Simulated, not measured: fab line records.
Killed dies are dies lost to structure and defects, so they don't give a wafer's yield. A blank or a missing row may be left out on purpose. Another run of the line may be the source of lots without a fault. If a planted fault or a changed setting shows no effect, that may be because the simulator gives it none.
fab line records | flow nandHarc
record: lots: 13 wafers: 39 lastDay: 26
route steps=1159 shown A_CONTACT@912 END@1159
lots that met no fault: taken from a fault-free run of the same line
startH: hours from the record's first day to the start of the lot's first wafer shown | waitH: hours from the lot's prior step to this one | " the same as in the row above | L1.1+2: a single row standing in for several wafers | - no value, or no start given | * or withheld: withheld | < > ~ a bound
route shown NAME@n: NAME is a module with steps in the file, n the number in the route of the first one | usual: mean/standard deviation taken from wafers without a fault | same: alike in all rows | chamber/n: place in a boat | sites: the reading at each site | _std_site: standard deviation of those values | _edge_site: outer sites' mean less inner sites' | radiusMm: how far each site lies from the wafer's centre | mask NAME#n: copy n | behind: the tool/chamber that last shaped the wafer | hold: what put the lot on hold/how long, in hours/how the hold closed | device: the n, p or np transistor that did not switch | end of line: the route-end tests of the same wafers | a step with no rows: only its recipe | killed: dies that structure and defects cost at the first sort, which is not the same as the wafer's yield | map: dies across one wafer; x = killed, . = not, _ = none there
set.NAME: the setting as run; set.NAME@STEP: as run at that earlier step | model.NAME: the simulator's own value behind a step, which no gauge read
the route's steps for a sample of lots (tables are steps, rows are wafers)
services: when a tool's chamber went out of use (startH, in hours from the record's first day, below 0 if earlier), for how many hours, and the reason
== steps ==
step: NHARC_A_CONTACT_ETCH_132
recipe: sourceW: withheld pressureMtorr: 20 biasV: 1200 timeS: 156 targetDepthA: 9580 arFlowSccm: withheld c4f8FlowSccm: withheld o2FlowSccm: withheld chemistry: C4F8/O2/Ar
usual: runLengthS: 156/0
columns lot.wafer tool chamber startH waitH rfHoursCounterH runLengthS
L702.3 harCapEtch-01 1 398.24 0.2 - 156
L702.4 " 0 " " - 156
L702.5 " 0 " " - 156
L704.2 harCapEtch-02 1 405.24 0.2 13 156
L704.1 " 0 " " 13 156
L704.5 " 0 " " - 156
L706.2 harCapEtch-01 0 422.22 0.2 59 156
L706.6 " 1 " " - 156
L706.5 " 0 " " - 156
L705.1 harCapEtch-02 0 430.92 0.2 16 156
L705.3 " 1 " " - 156
L705.5 " 0 " " - 156
L708.1 harCapEtch-01 1 439.42 0.2 63 156
L708.4 " 1 " " - 156
L708.5 " 1 " " - 156
L709.2 harCapEtch-03 0 442.20 0.1 92 156
L709.4 " 0 " " - 156
L709.3 " 1 " " - 156
L711.2 harCapEtch-01 0 446.98 0.2 64 156
L711.4 " 1 " " - 156
L711.5 " 0 " " - 156
L719.2 harCapEtch-02 1 491.53 0.1 26 156
L719.3 " 1 " " - 156
L719.4 " 0 " " - 156
L717.2 harCapEtch-01 0 507.31 0.1 73 156
L717.4 " 0 " " - 156
L717.3 " 1 " " - 156
L720.2 harCapEtch-03 0 512.91 0.1 101 156
L720.4 " 1 " " - 156
L720.5 " 0 " " - 156
L718.1 harCapEtch-01 1 517.22 0.1 76 156
L718.2 " 0 " " 76 156
L718.5 " 0 " " - 156
L724.1 harCapEtch-02 1 534.43 0.2 37 156
L724.2 " 0 " " 37 156
L724.4 " 0 " " - 156
L725.2 harCapEtch-03 0 535.92 0.1 108 156
L725.3 " 1 " " - 156
L725.5 " 0 " " - 156
step: NHARC_A_CONTACT_ETCH_133
recipe: sourceW: withheld pressureMtorr: 20 biasV: 400 timeS: 195 targetDepthA: 8400 arFlowSccm: withheld c4f8FlowSccm: 11.5 o2FlowSccm: 7.2 chemistry: C4F8/O2/Ar
usual: runLengthS: 226.41/0.27
columns lot.wafer tool chamber startH waitH rfHoursCounterH runLengthS
L702.3 harCapEtch-01 1 398.49 0.2 - 226.73
L702.4 " 0 " " - 226.49
L702.5 " 0 " " - 226.30
L704.2 harCapEtch-02 1 405.44 0.2 13 226.54
L704.1 " 0 " " 13 226.47
L704.5 " 0 " " - 226.21
L706.2 harCapEtch-01 0 422.43 0.2 59 226.25
L706.6 " 1 " " - 226.50
L706.5 " 0 " " - 226.38
L705.1 harCapEtch-02 0 431.14 0.2 17 225.95
L705.3 " 1 " " - 226.43
L705.5 " 0 " " - 225.99
L708.1 harCapEtch-01 1 439.60 0.2 63 226.81
L708.4 " 1 " " - 226.48
L708.5 " 1 " " - 226.35
L709.2 harCapEtch-03 0 442.34 0.1 92 226.24
L709.4 " 0 " " - 226.11
L709.3 " 1 " " - 226.37
L711.2 harCapEtch-01 0 447.19 0.2 64 226.26
L711.4 " 1 " " - 226.42
L711.5 " 0 " " - 226.52
L719.2 harCapEtch-02 1 491.68 0.1 26 226.23
L719.3 " 1 " " - 226.94
L719.4 " 0 " " - 226.12
L717.2 harCapEtch-01 0 507.45 0.1 73 226.37
L717.4 " 0 " " - 226.19
L717.3 " 1 " " - 226.32
L720.2 harCapEtch-03 0 513.05 0.1 102 226.20
L720.4 " 1 " " - 226.09
L720.5 " 0 " " - 226.60
L718.1 harCapEtch-01 1 517.36 0.1 76 226.62
L718.2 " 0 " " 76 226.78
L718.5 " 0 " " - 226.60
L724.1 harCapEtch-02 1 534.62 0.2 37 226.27
L724.2 " 0 " " 37 226.40
L724.4 " 0 " " - 226.12
L725.2 harCapEtch-03 0 536.06 0.1 108 226.89
L725.3 " 1 " " - 226.85
L725.5 " 0 " " - 226.84
step: NHARC_A_CONTACT_CD_MEAS_80
usual: cdNm: 189.8/0.83
columns lot.wafer tool chamber startH waitH cdNm
L702.3 cdSem-03 - 399.49 - 189.7
L702.4 " - " " 190.3
L702.5 " - " " 189.0
L704.1 cdSem-03 - 406.32 - 189.6
L704.2 " - " " 189.7
L704.5 " - " " 189.4
L706.2 cdSem-01 - 423.27 - 189.7
L706.5 " - " " 189.2
L706.6 " - " " 190.7
L705.1 cdSem-02 - 431.95 - 190.4
L705.3 " - " " 189.6
L705.5 " - " " 189.5
L708.1 cdSem-03 - 440.68 - 188.9
L708.4 " - " " 188.5
L708.5 " - " " 187.0
L709.2 cdSem-02 - 443.13 - 190.1
L709.3 " - " " 190.6
L709.4 " - " " 190.1
L711.2 cdSem-02 - 448.12 - 188.5
L711.4 " - " " 189.3
L711.5 " - " " 189.8
L719.2 cdSem-02 - 492.46 - 190.5
L719.3 " - " " 189.4
L719.4 " - " " 189.3
L717.2 cdSem-03 - 508.24 - 189.5
L717.3 " - " " 189.5
L717.4 " - " " 190.1
L720.2 cdSem-01 - 513.92 - 191.6
L720.4 " - " " 190.8
L720.5 " - " " 191.4
L718.1 cdSem-03 - 518.19 - 191.5
L718.2 " - " " 191.1
L718.5 " - " " 190.6
L724.1 cdSem-03 - 535.51 - 190.0
L724.2 " - " " 189.2
L724.4 " - " " 190.0
L725.2 cdSem-01 - 536.86 - 190.0
L725.3 " - " " 189.9
L725.5 " - " " 189.5
step: NHARC_A_CONTACT_ETCH_30
recipe: targetDepthA: 605 timeS: 30.2 cf4FlowSccm: 100 chf3FlowSccm: 30 arFlowSccm: 0 rfW: 500 biasW: 200 chemistry: CF4/CHF3
usual: chf3FlowSccm: 30.00/0.092 drypumpMotorCurrentA: 5.5/0.5 mfcArSccm: 0.013/0.015 oesProductAu: 0.936/0.022 rfVppV: 370.7/2.7 runLengthS: 51.5/0.48 showerheadPlenumPTorr: 1.58/0.076 throttleValvePct: 16.803/0.0095
columns lot.wafer tool chamber startH waitH chf3FlowSccm drypumpMotorCurrentA mfcArSccm oesProductAu rfHoursCounterH rfVppV runLengthS showerheadPlenumPTorr throttleValvePct
L702.4 rieDiel-08 3 404.36 - 29.98 5.1 0.033 0.983 27 369.0 51.6 1.51 16.797
L702.3 " 1 " " 29.88 5.4 0 0.960 31 370.4 50.8 1.61 16.810
L702.5 " 3 " " 30.06 5.1 0.033 0.994 - 368.0 51.9 1.51 16.803
L704.2 rieDiel-13 1 410.36 - 29.86 6.0 0.007 0.909 22 370.8 51.7 1.59 16.803
L704.1 " 2 " " 29.93 6.2 0.007 0.935 21 365.6 51.6 1.46 16.825
L704.5 " 1 " " 29.83 6.1 0.007 0.906 - 372.7 51.6 1.59 16.798
L706.2 rieDiel-08 0 429.78 - 29.87 5.8 0.015 0.912 47 375.1 51.7 1.69 16.799
L706.5 " 2 " " 30.22 4.9 0 0.917 - 370.8 50.6 1.64 16.799
L706.6 " 3 " " 30.12 5.1 0.033 0.921 - 367.7 51.7 1.51 16.810
L705.3 rieDiel-11 1 437.30 - 29.95 6.4 0.032 0.923 27 370.2 51.2 1.53 16.795
L705.1 " 2 " " 30.01 6.1 0 0.907 26 368.0 52.5 1.54 16.795
L705.5 " 2 " " 29.88 6.0 0 0.917 - 369.5 52.2 1.54 16.805
L708.1 rieDiel-08 0 445.63 - 29.92 5.7 0.015 0.927 54 373.9 46.0 1.69 16.829
L708.4 " 1 " " 29.97 5.4 0 0.925 49 371.9 51.1 1.60 16.797
L708.5 " 0 " " 29.86 5.7 0.015 0.926 - 374.1 46.2 1.69 16.806
L709.3 rieDiel-08 0 447.70 - 29.87 5.7 0.015 0.930 55 373.4 45.7 1.69 16.797
L709.2 " 1 " " 30.07 5.4 0 0.933 50 371.7 51.0 1.60 16.790
L709.4 " 2 " " 30.17 4.9 0 0.927 56 373.5 50.6 1.64 16.815
L711.2 rieDiel-08 1 453.10 - 30.04 5.4 0 1.006 52 370.8 50.9 1.60 16.809
L711.4 " 3 " " 29.96 5.1 0.033 1.006 51 368.3 51.5 1.50 16.796
L711.5 " 0 " " 30.14 5.8 0.015 0.992 - 372.6 45.7 1.69 16.797
L719.3 rieDiel-11 0 496.67 - 30.07 5.9 0.020 0.930 51 366.3 51.4 1.46 16.817
L719.4 " 1 " " 30.03 6.4 0.032 0.915 50 369.0 51.3 1.52 16.812
L719.2 " 3 " " 30.11 4.8 0 0.927 51 367.3 51.7 1.48 16.806
L717.2 rieDiel-13 1 514.29 - 30.03 6.0 0.007 0.935 8 371.2 51.6 1.59 16.800
L717.3 " 2 " " 30.02 6.2 0.007 0.944 9 375.0 51.4 1.70 16.809
L717.4 " 3 " " 30.03 5.6 0 0.926 10 372.9 51.5 1.63 16.805
L720.2 rieDiel-11 3 517.42 - 29.90 4.8 0 0.933 58 367.4 51.7 1.48 16.788
L720.4 " 0 " " 29.91 6.0 0.020 0.940 58 367.5 51.6 1.46 16.800
L720.5 " 0 " " 29.93 5.9 0.020 0.937 - 367.2 51.4 1.46 16.802
L718.2 rieDiel-13 1 522.13 - 29.87 6.0 0.007 0.961 10 372.1 51.0 1.59 16.804
L718.1 " 2 " " 29.83 6.2 0.007 0.961 11 375.8 51.3 1.70 16.805
L718.5 " 1 " " 29.92 6.0 0.007 0.956 - 370.4 51.4 1.59 16.800
L724.2 rieDiel-11 2 539.33 - 29.96 6.0 0 0.924 66 369.1 52.6 1.53 16.818
L724.1 " 0 " " 30.12 5.9 0.020 0.932 68 365.8 51.2 1.46 16.812
L724.4 " 1 " " 30.16 6.4 0.032 0.921 66 370.2 51.5 1.52 16.799
L725.2 rieDiel-13 3 542.31 - 29.98 5.6 0 0.924 16 372.0 51.8 1.63 16.800
L725.3 " 0 " " 30.03 5.1 0.043 0.926 15 367.8 51.8 1.49 16.814
L725.5 " 1 " " 30.25 6.1 0.007 0.917 - 372.6 51.0 1.58 16.804
step: NHARC_END_SORT_01
recipe: tempC: 25
usual: killedAtArray: 27/12 killedAtOther: 0.5/0.9 killedAtPeriphery: 3.7/2.7 killedDies: 31/12 killedOpen: 3.3/2 killedShort: 2.0/1.4
same: grossDies: 677
columns lot.wafer tool chamber startH waitH killedAtArray killedAtOther killedAtPeriphery killedDies killedOpen killedShort
L708.1 prober-02 0 503.62 2.5 27 1 13 41 3 2
L711.5 prober-01 0 514.50 3.7 12 0 5 17 7 2
killed by level:class
L708.1 A_CHANNEL_HOLE_D1:chamberFilmFlake=14 P_ZERO_WELL:chamberFilmFlake=6 P_STI:chamberFilmFlake=5 A_CONTACT:areaEtch=4 A_STAIRCASE:chamberFilmFlake=2 A_SLIT:geometricParticle:open=1 A_WL_FILL:geometricParticle:short=1 A_CONTACT:geometricParticle:short=1
L711.5 A_CONTACT:chamberFilmFlake=3 P_M0:geometricParticle:open=2 P_STI:chamberFilmFlake=2 P_GATE:geometricParticle:open=1 A_ONON_D1:geometricParticle:open=1 A_CHANNEL_FILL_D1:geometricParticle:short=1 A_STAIRCASE:geometricParticle:open=1 A_CONTACT:geometricParticle:short=1
== services ==
columns tool chamber startH hours kind
harCapEtch-01 - 380.24 0.8 repair
rieDiel-08 0 385.79 - clean
rieDiel-08 1 385.79 - clean
rieDiel-08 2 385.79 - clean
rieDiel-08 3 385.79 - clean
rieDiel-08 0 410.29 - clean
rieDiel-08 1 410.29 - clean
rieDiel-08 2 410.29 - clean
rieDiel-08 3 410.29 - clean
rieDiel-08 0 435.16 - clean
rieDiel-08 1 435.16 - clean
rieDiel-08 2 435.16 - clean
rieDiel-08 3 435.16 - clean
rieDiel-13 - 453.08 9.0 pm
rieDiel-08 0 459.66 - clean
rieDiel-08 1 459.66 - clean
rieDiel-08 2 459.66 - clean
rieDiel-08 3 459.66 - clean
harCapEtch-01 - 461.43 0.5 repair
harCapEtch-03 - 467.09 0.3 repair
rieDiel-08 - 480.12 9.0 pm
rieDiel-08 0 480.12 9.0 ventCycle
rieDiel-11 1 492.62 4.0 repair
rieDiel-13 0 526.94 4.7 repair
== key ==
firstSign: step: NHARC_A_CONTACT_ETCH_30 reading: runLengthS direction: down sigmas: 11 usual: * struck: *
effect none on later readings
metAt NHARC_A_CONTACT_ETCH_30
struckLots L708,L709,L711
struckWafers L708.1,L708.5,L709.3,L711.5
testerLeftOut L708,L709,L711
notActingAt NHARC_A_CONTACT_ETCH_132,NHARC_A_CONTACT_ETCH_133,NHARC_A_CONTACT_CD_MEAS_80
onsetBetween 429.78 445.63
fault: kind: processParameterDrift tool: rieDiel-08 chamber: 0 onsetH: 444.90 steps: NHARC_A_CONTACT_ETCH_30 channel: timeS offset: * shape: step endH: 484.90 actsIn: * stated: *
testerLeftOut: of these lots the tester's yield and bins aren't shown, on N5 and GAA mostly nor the transistor test; their killed dies are dies lost to structure and defects alone, not to doping, threshold or leakage, so they don't give the yield
